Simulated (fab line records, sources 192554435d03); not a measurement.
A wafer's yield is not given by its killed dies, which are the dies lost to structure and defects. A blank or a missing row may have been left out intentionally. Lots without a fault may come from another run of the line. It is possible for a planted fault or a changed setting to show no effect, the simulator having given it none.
Chamber matching    flow n5-finfet    rie-diel-01 running N5_FIN_CUT_STRIP_24: 4 sister chambers
The step strips in CF4. 4 wafers are shown with their chamber, then 8 later ones without.

## EACH WAFER AND ITS CHAMBER
wafer   chamber  showerhead-plenum-p-Torr (Torr)
L075.5  3        1.85
L079.6  1        1.69
L083.4  2        1.86
L091.4  0        1.84

## WAFERS WITH NO CHAMBER GIVEN
wafer   showerhead-plenum-p-Torr (Torr)
L091.5  1.84
L091.6  1.84
L092.1  1.90
L092.4  1.84
L092.6  1.86
L097.1  1.84
L097.4  1.85
L097.5  1.84

## WHICH CHAMBER EACH ONE RAN IN
wafer   from the rows above           in truth
L091.5  can't be placed: 0 or 3 or 2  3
L091.6  can't be placed: 0 or 3 or 2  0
L092.1  can't be placed: 2 or 3 or 0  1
L092.4  can't be placed: 0 or 3 or 2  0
L092.6  can't be placed: 2 or 3 or 0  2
L097.1  can't be placed: 0 or 3 or 2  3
L097.4  can't be placed: 3 or 0 or 2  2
L097.5  can't be placed: 0 or 3 or 2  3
Placed correctly: 0 of 8. From these rows, 8 cannot be placed; in 7 the true chamber is one of the candidates. Wrongly placed: 0.
How it was worked out, from the rows above alone: a wafer's distance from a chamber is the root of the sum, over the readings, of the square of ((its reading less the chamber's mean) divided by the reading's scatter). If the next closest chamber is less than 2 further off than the closest, the wafer can't be placed; otherwise it belongs to the closest. For every chamber, the mean is computed from those of its wafers that are shown. The scatter: root of mean squared gap, hidden wafer to nearest shown wafer, with one shown wafer a chamber.
